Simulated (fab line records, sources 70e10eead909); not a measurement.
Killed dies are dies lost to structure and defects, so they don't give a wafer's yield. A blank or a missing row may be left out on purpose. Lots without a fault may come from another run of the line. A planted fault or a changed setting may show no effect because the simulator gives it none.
A struck lot beside a sound one | flow nand_harc | 35 steps out of a route of 1159
Sound: wafers L138.2, L138.4, L138.6. Struck: wafers L151.1, L151.4, L151.5. The cause comes at the end.
At each step with rows: each side's tool, then ch and its chambers, then its first start. Under that, the readings that differ: sound wafers | struck wafers | difference of the means | sigmas: that difference in standard deviations of wafers without a fault.
alike: readings whose means differ by less than 2 such deviations, and words and numbers that are the same on both sides. not compared: withheld readings, readings that some wafer has no value for, bounds like >300 that may hide the same value, and numbers for which the record gives no deviation and whose values overlap.
The two part at a step that has a row with sigmas, a row that says differs or no value, or rows on one side only. Numbers that don't overlap but have no deviation are shown without sigmas and don't part them. A reading that every wafer of one side lacks parts them only if that side has two wafers or more.

first, 6 steps without rows for these wafers: NHARC_P_ZERO_WELL_COAT_46; NHARC_P_ZERO_WELL_SOFTBAKE_47 (time 95 s); NHARC_P_ZERO_WELL_EBR_48; NHARC_P_ZERO_WELL_EXPOSE_49 (exposes mask P HVPW, target cd 2000 nm); NHARC_P_ZERO_WELL_PEB_50 (peb time 85 s); NHARC_P_ZERO_WELL_DEVELOP_51 (time 70 s).
NHARC_P_ZERO_WELL_CD_MEAS_52: target cd 2000 nm.
  sound on cd_sem-03 ch 0, day 3 17:57; struck on cd_sem-03 ch 0, day 6 23:49
  alike: cd_nm
then, 1 step without rows for these wafers: NHARC_P_ZERO_WELL_HARDBAKE_53 (time 80 s).
NHARC_P_ZERO_WELL_DESCUM_54: chemistry O2, time 3 s.
  sound on rie_diel-10 ch 1,2, day 3 18:07; struck on rie_diel-05 ch 0,2,3, day 7 00:01
  reading                         | sound          | struck         | difference | sigmas
  showerhead_plenum_p_Torr (Torr) | 2.05 1.96 2.04 | 1.89 1.80 1.85 | -0.17      | -2
  alike: drypump_motor_current_A, oes_product_au, rf_vpp_V, throttle_valve_pct
  not compared: rf_hours_counter_h
then, 3 steps without rows for these wafers: NHARC_P_ZERO_WELL_IMPLANT_55; NHARC_P_ZERO_WELL_IMPLANT_61; NHARC_P_ZERO_WELL_STRIP_56 (strips in SPM, time 840 s).
NHARC_P_ZERO_WELL_PRECLEAN_68: cleans in SC1, time 60 s.
  sound on wet_bench-04 ch 0,4,7, day 3 18:43; struck on wet_bench-04 ch 3,6,7, day 7 00:34
then, 1 step without rows for these wafers: NHARC_P_ZERO_WELL_SRD_69.
NHARC_P_ZERO_WELL_RTA_42: time 300 s.
  sound on rtp_anneal-02 ch 0, day 3 19:12; struck on rtp_anneal-01 ch 0, day 7 00:58
  alike: anneal_temp_c_max, lamp_power_pct, wafer_temp_C_max
NHARC_P_ZERO_WELL_INSPECT_43:
  sound on defect_inspect-02, day 3 19:46; struck on defect_inspect-01, day 7 01:38
  reading          | sound  | struck      | difference | sigmas
  raw_defect_count | 9 7 10 | 310 310 322 | +305       | +52
then, 14 steps without rows for these wafers: NHARC_P_STI_ETCH_26 (etches SiO2 in dHF, target depth 11 nm); NHARC_P_STI_PRECLEAN_27 (cleans in SC1); NHARC_P_STI_SRD_28; NHARC_P_STI_OXIDE_29 (material SiO2, target thk 10 nm, ox time 1362 s); NHARC_P_STI_HM_DEP_30 (deposits Si3N4, target thk 80 nm, time 873 s); NHARC_P_STI_DEHYDRATE_01 (time 120 s); NHARC_P_STI_HMDS_02 (time 30 s); NHARC_P_STI_COAT_41 (time 65 s); NHARC_P_STI_COAT_03 (resist thk 600 nm); NHARC_P_STI_SOFTBAKE_04 (time 70 s); NHARC_P_STI_EBR_05; NHARC_P_STI_EXPOSE_06 (exposes mask P STI, target cd 200 nm); NHARC_P_STI_PEB_07 (peb time 80 s); NHARC_P_STI_DEVELOP_08 (time 50 s).
NHARC_P_STI_CD_MEAS_09: target cd 200 nm.
  sound on cd_sem-01 ch 0, day 4 12:46; struck on cd_sem-01 ch 0, day 7 13:37
  alike: cd_nm
NHARC_P_STI_OVL_MEAS_10:
  sound on overlay-01, day 4 12:51; struck on overlay-02, day 7 13:41
  reading           | sound    | struck   | difference | sigmas
  overlay_x_nm (nm) | 12 13 12 | -1 -1 -1 | -13        | -2
  alike: overlay_y_nm
NHARC_P_STI_INSPECT_11:
  sound on defect_inspect-02, day 4 12:53; struck on defect_inspect-02, day 7 13:44
  reading          | sound  | struck      | difference | sigmas
  raw_defect_count | 11 2 8 | 290 289 302 | +287       | +99 or more
then, 1 step without rows for these wafers: NHARC_P_STI_HARDBAKE_13 (time 65 s).
-- the record jumps here: 17 days lie between the struck wafers' starts before and after (it left off in module P_STI and takes up again in module END, whose first step shown is number 1159 of the route) --
NHARC_END_SORT_01:
  the record has rows for the struck wafers here (prober-01 ch 0, day 24 17:58) and none for the sound ones

WHERE THEY PART
First at NHARC_P_ZERO_WELL_DESCUM_54; last, within this record, at NHARC_END_SORT_01.

WHY: what the simulator had put in
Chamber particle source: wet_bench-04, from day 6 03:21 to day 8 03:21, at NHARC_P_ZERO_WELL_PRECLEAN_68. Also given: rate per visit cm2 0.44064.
